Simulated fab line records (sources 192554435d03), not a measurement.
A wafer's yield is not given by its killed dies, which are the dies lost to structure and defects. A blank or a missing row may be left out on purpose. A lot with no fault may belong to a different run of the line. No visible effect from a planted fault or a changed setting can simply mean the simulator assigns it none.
Split-lot trial || flow n5-finfet || 21 wafers read across 7 lots, on a route 1938 steps long

== THE SPLIT ==
At N5_BEOL_M0_SAQP_ALD_48 (deposits SiO2, target thk 20 nm, pulse time 1 s, co reactant pulse time 1 s), the setting ald-cycles was moved away from the recipe's 139 on 9 of the 21 wafers read, by -9.4% to +12.9%. This setting was run at the recipe's value on the other wafers.

The split's own step is where the reading is taken.

== THE READING ==
SiO2_of_BEOL_M0_SAQP_ALD_48.thk-nm (the simulator's own value, which no gauge read), in nm, at N5_BEOL_M0_SAQP_ALD_48 (deposits SiO2, target thk 20 nm, pulse time 1 s, co reactant pulse time 1 s). No usual value for it is given in the file. Here, 12 wafers ran the recipe; their average is 20.0 nm with a standard deviation of 0.13 nm.

{"wafer": "L075.2", "tool, chamber at the split": "ald-sin-03, 2", "ald-cycles as run": 154, "against the recipe": "+10.8%", "SiO2_of_BEOL_M0_SAQP_ALD_48.thk-nm, nm": 22, "against lot-mates on the recipe": "+2.0"}
{"wafer": "L075.5", "tool, chamber at the split": "ald-sin-03, 1", "ald-cycles as run": 154, "against the recipe": "+10.8%", "SiO2_of_BEOL_M0_SAQP_ALD_48.thk-nm, nm": 22.2, "against lot-mates on the recipe": "+2.2"}
{"wafer": "L075.6", "tool, chamber at the split": "ald-sin-03, 0", "ald-cycles as run": 139, "against the recipe": "recipe", "SiO2_of_BEOL_M0_SAQP_ALD_48.thk-nm, nm": 20, "against lot-mates on the recipe": "-"}
{"wafer": "L076.2", "tool, chamber at the split": "ald-sin-01, 2", "ald-cycles as run": 139, "against the recipe": "recipe", "SiO2_of_BEOL_M0_SAQP_ALD_48.thk-nm, nm": 19.8, "against lot-mates on the recipe": "-"}
{"wafer": "L076.5", "tool, chamber at the split": "ald-sin-01, 3,2", "ald-cycles as run": 139, "against the recipe": "recipe", "SiO2_of_BEOL_M0_SAQP_ALD_48.thk-nm, nm": 20, "against lot-mates on the recipe": "-"}
{"wafer": "L076.6", "tool, chamber at the split": "ald-sin-01, 3,2", "ald-cycles as run": 139, "against the recipe": "recipe", "SiO2_of_BEOL_M0_SAQP_ALD_48.thk-nm, nm": 20, "against lot-mates on the recipe": "-"}
{"wafer": "L078.1", "tool, chamber at the split": "ald-sin-02, 1,0", "ald-cycles as run": 139, "against the recipe": "recipe", "SiO2_of_BEOL_M0_SAQP_ALD_48.thk-nm, nm": 19.8, "against lot-mates on the recipe": "-"}
{"wafer": "L078.6", "tool, chamber at the split": "ald-sin-02, 1,0", "ald-cycles as run": 139, "against the recipe": "recipe", "SiO2_of_BEOL_M0_SAQP_ALD_48.thk-nm, nm": 19.8, "against lot-mates on the recipe": "-"}
{"wafer": "L078.3", "tool, chamber at the split": "ald-sin-02, 3", "ald-cycles as run": 139, "against the recipe": "recipe", "SiO2_of_BEOL_M0_SAQP_ALD_48.thk-nm, nm": 20, "against lot-mates on the recipe": "-"}
{"wafer": "L081.1", "tool, chamber at the split": "ald-sin-03, 3", "ald-cycles as run": 139, "against the recipe": "recipe", "SiO2_of_BEOL_M0_SAQP_ALD_48.thk-nm, nm": 20, "against lot-mates on the recipe": "-"}
{"wafer": "L081.4", "tool, chamber at the split": "ald-sin-03, 2", "ald-cycles as run": 139, "against the recipe": "recipe", "SiO2_of_BEOL_M0_SAQP_ALD_48.thk-nm, nm": 20.2, "against lot-mates on the recipe": "-"}
{"wafer": "L081.6", "tool, chamber at the split": "ald-sin-03, 0", "ald-cycles as run": 132, "against the recipe": "-5.0%", "SiO2_of_BEOL_M0_SAQP_ALD_48.thk-nm, nm": 19.2, "against lot-mates on the recipe": -0.9}
{"wafer": "L085.1", "tool, chamber at the split": "ald-sin-03, 1", "ald-cycles as run": 139, "against the recipe": "recipe", "SiO2_of_BEOL_M0_SAQP_ALD_48.thk-nm, nm": 20.2, "against lot-mates on the recipe": "-"}
{"wafer": "L085.3", "tool, chamber at the split": "ald-sin-03, 3", "ald-cycles as run": 157, "against the recipe": "+12.9%", "SiO2_of_BEOL_M0_SAQP_ALD_48.thk-nm, nm": 22.4, "against lot-mates on the recipe": "+2.3"}
{"wafer": "L085.6", "tool, chamber at the split": "ald-sin-03, 1", "ald-cycles as run": 139, "against the recipe": "recipe", "SiO2_of_BEOL_M0_SAQP_ALD_48.thk-nm, nm": 20, "against lot-mates on the recipe": "-"}
{"wafer": "L096.1", "tool, chamber at the split": "ald-sin-01, 1,0", "ald-cycles as run": 126, "against the recipe": "-9.4%", "SiO2_of_BEOL_M0_SAQP_ALD_48.thk-nm, nm": 18.2, "against lot-mates on the recipe": -1.8}
{"wafer": "L096.3", "tool, chamber at the split": "ald-sin-01, 1,0", "ald-cycles as run": 126, "against the recipe": "-9.4%", "SiO2_of_BEOL_M0_SAQP_ALD_48.thk-nm, nm": 18.2, "against lot-mates on the recipe": -1.8}
{"wafer": "L096.4", "tool, chamber at the split": "ald-sin-01, 2", "ald-cycles as run": 139, "against the recipe": "recipe", "SiO2_of_BEOL_M0_SAQP_ALD_48.thk-nm, nm": 20, "against lot-mates on the recipe": "-"}
{"wafer": "L097.2", "tool, chamber at the split": "ald-sin-03, 0,2,1", "ald-cycles as run": 128, "against the recipe": "-7.9%", "SiO2_of_BEOL_M0_SAQP_ALD_48.thk-nm, nm": 18.4, "against lot-mates on the recipe": "no lot-mate on the recipe"}
{"wafer": "L097.3", "tool, chamber at the split": "ald-sin-03, 0,2,1", "ald-cycles as run": 128, "against the recipe": "-7.9%", "SiO2_of_BEOL_M0_SAQP_ALD_48.thk-nm, nm": 18.4, "against lot-mates on the recipe": "no lot-mate on the recipe"}
{"wafer": "L097.6", "tool, chamber at the split": "ald-sin-03, 0,2,1", "ald-cycles as run": 128, "against the recipe": "-7.9%", "SiO2_of_BEOL_M0_SAQP_ALD_48.thk-nm, nm": 18.4, "against lot-mates on the recipe": "no lot-mate on the recipe"}
Where a row lists several chambers, the file gives one row for several wafers and doesn't say which wafer went through which chamber.

THE FIT
A straight line over all 21 wafers: SiO2_of_BEOL_M0_SAQP_ALD_48.thk-nm changes by +0.193 nm for each +1% of ald-cycles; r = +1.00; the points scatter about the line by 0.12 nm.
The same after taking each lot's own level away (the mean of its wafers on the recipe; 18 wafers): +0.189 nm for each +1%; r = +1.00; scatter 0.096 nm.
According to that fit, moving ald-cycles by its largest amount changes the reading by 2.4 nm.
From 19.87 to 20.10 nm: that is the span of the lots' own levels, equal to 1.8 times the standard deviation above.
The two slopes agree, so the slope changes little with the lot-to-lot level.
Check: with one of the wafers moved furthest among these (+12.9%) left out of the fit, the line predicts +2.5 nm for it against its lot-mates. Against them it came out at +2.3 nm.

== OTHER SPLITS ON THESE WAFERS ==
Note: prior to the reading, these wafers also went through further splits. Each is held against what the fit with the lots' levels taken away leaves over:
{"other split on the same wafers": "N5_HKMG_FIN_EXPOSE_46 dose-mj", "wafers away from the commonest value": 9, "r with SiO2_of_BEOL_M0_SAQP_ALD_48.thk-nm (lot level and that fit taken away)": "+0.12"}
{"other split on the same wafers": "N5_HKMG_FIN_DEVELOP_48 develop-time-s", "wafers away from the commonest value": 9, "r with SiO2_of_BEOL_M0_SAQP_ALD_48.thk-nm (lot level and that fit taken away)": -0.35}
{"other split on the same wafers": "N5_MOL_CONTACT_COAG_EXPOSE_37 dose-mj", "wafers away from the commonest value": 7, "r with SiO2_of_BEOL_M0_SAQP_ALD_48.thk-nm (lot level and that fit taken away)": "+0.45"}

== FILE'S OWN FIT ==
SiO2_of_BEOL_M0_SAQP_ALD_48.thk-nm changes by +0.186 nm for each +1% of ald-cycles, r = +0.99.
